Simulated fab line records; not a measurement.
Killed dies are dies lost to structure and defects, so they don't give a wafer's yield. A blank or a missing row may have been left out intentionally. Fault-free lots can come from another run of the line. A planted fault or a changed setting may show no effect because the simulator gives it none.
A lot that was struck, set against a sound lot    flow nandHarc    19 steps out of a route of 1302
Sound: wafers L133.4, L133.5, L133.6. Wafers struck: L147.1, L147.3, L147.6. Last of all comes the cause.
Per side, at each step with rows, come the tool, then ch with its chambers, and then its first start. Under that, the readings that differ: sound wafers    struck wafers    difference of the means    sigmas: that difference in standard deviations of wafers without a fault.
alike: same words and numbers on both sides, and readings whose means sit less than 2 such deviations apart. not compared: any withheld reading, any reading some wafer has no value for, any bound like >300 that may hide the same value, and any number with overlapping values for which the record gives no deviation.
The two part at a step that has a row with sigmas, a row that says differs or no value, or rows on one side only. Numbers that have no deviation but don't overlap get no sigmas and don't part them. A reading missing from all wafers of one side parts the sides only when that side holds two or more wafers.

NHARC_P_GATE_CD_MEAS_91: the cd target is 2000 nm.
  sound on cdSem-03 ch 0, day 6 01:17; struck on cdSem-03 ch 0, day 11 16:22
  alike: cdNm
then, 1 step without rows for these wafers: NHARC_P_GATE_HARDBAKE_92 (time 80 s).
NHARC_P_GATE_DESCUM_93: chemistry O2, time 3 s.
  sound on rieDiel-05 ch 0,1,2, day 6 01:27; struck on rieDiel-04 ch 0,2,3, day 11 16:32
reading               sound                 struck                difference  sigmas
throttleValvePct (%)  11.316 11.314 11.333  11.297 11.305 11.305  -0.019      -2
  alike: drypumpMotorCurrentA, oesProductAu, rfVppV, showerheadPlenumPTorr
  not compared: rfHoursCounterH
then, 1 step without rows for these wafers: NHARC_P_GATE_IMPLANT_94.
NHARC_P_GATE_STRIP_113: strips in N2/H2, time 740 s.
  sound on plasmaAsher-01 ch 0,1, day 6 02:02; struck on plasmaAsher-01 ch 0,1, day 11 16:54
  alike: drypumpMotorCurrentA, heaterPowerW
  not compared: rfHoursCounterH
NHARC_P_GATE_STRIP_95: strips in O2.
  sound on plasmaAsher-01 ch 0,1, day 6 02:31; struck on plasmaAsher-01 ch 0,1, day 11 17:39
  alike: drypumpMotorCurrentA, heaterPowerW
  not compared: rfHoursCounterH
then, 1 step without rows for these wafers: NHARC_P_GATE_STRIP_96 (strips in SPM, time 900 s).
NHARC_P_GATE_RTA_64: time 1 s.
  sound on rtpAnneal-02 ch 0, day 6 03:09; struck on rtpAnneal-01 ch 0, day 11 18:13
  alike: lampPowerPct, lamp_zone_6_pct, wafer_temp_C_max
then, 1 step without rows for these wafers: NHARC_P_GATE_ETCH_77 (etches SiO2 in dHF, target depth 6 nm).
NHARC_P_GATE_DEGAS_109: time 60 s.
  sound on pvdSputter-01, day 6 03:22; struck on pvdSputter-03, day 11 18:32
  alike: heaterPowerW
then, 2 steps without rows for these wafers: NHARC_P_GATE_PRE_CLEAN_110 (time 30 s); NHARC_P_GATE_SPUTTER_78 (material Ni, target thk 10 nm).
NHARC_P_GATE_SPUTTER_79: material TiN, target thk 10 nm.
  sound on pvdSputter-01, day 6 03:34; struck on pvdSputter-03, day 11 18:41
then, 3 steps without rows for these wafers: NHARC_P_GATE_RTA_80 (time 30 s); NHARC_P_GATE_STRIP_67 (strips in SPM, time 600 s); NHARC_P_GATE_RTA_82 (time 30 s).
NHARC_P_GATE_INSPECT_68:
  sound on defectInspect-02, day 6 04:20; struck on defectInspect-01, day 11 19:28
reading         sound        struck       difference  sigmas
rawDefectCount  193 207 174  861 945 966  +733        +10
then, 1 step without rows for these wafers: NHARC_P_CONTACT_DEP_30 (deposits SiNx, target thk 30 nm).
-- record jumps: 18 days between struck wafers' starts before vs after; left off in module P_CONTACT, resumes in module END, first step shown is number 1302 of the route --
NHARC_END_SORT_01:
  sound on prober-01 ch 0, day 25 00:22; struck on prober-02 ch 0, day 30 02:37
reading            sound     struck       difference  sigmas
killedAtOther      0 0 0     2 4 2        +3          +2
killedAtPeriphery  0 0 3     98 81 96     +91         +34
killedDies         45 41 44  151 139 155  +105        +5
killedShort        3 3 5     1 0 0        -3          -2
  alike: killedAtArray, killedOpen

## WHERE THEY PART
First at NHARC_P_GATE_DESCUM_93; last, within this record, at NHARC_END_SORT_01.

WHY: the cause the simulator had injected
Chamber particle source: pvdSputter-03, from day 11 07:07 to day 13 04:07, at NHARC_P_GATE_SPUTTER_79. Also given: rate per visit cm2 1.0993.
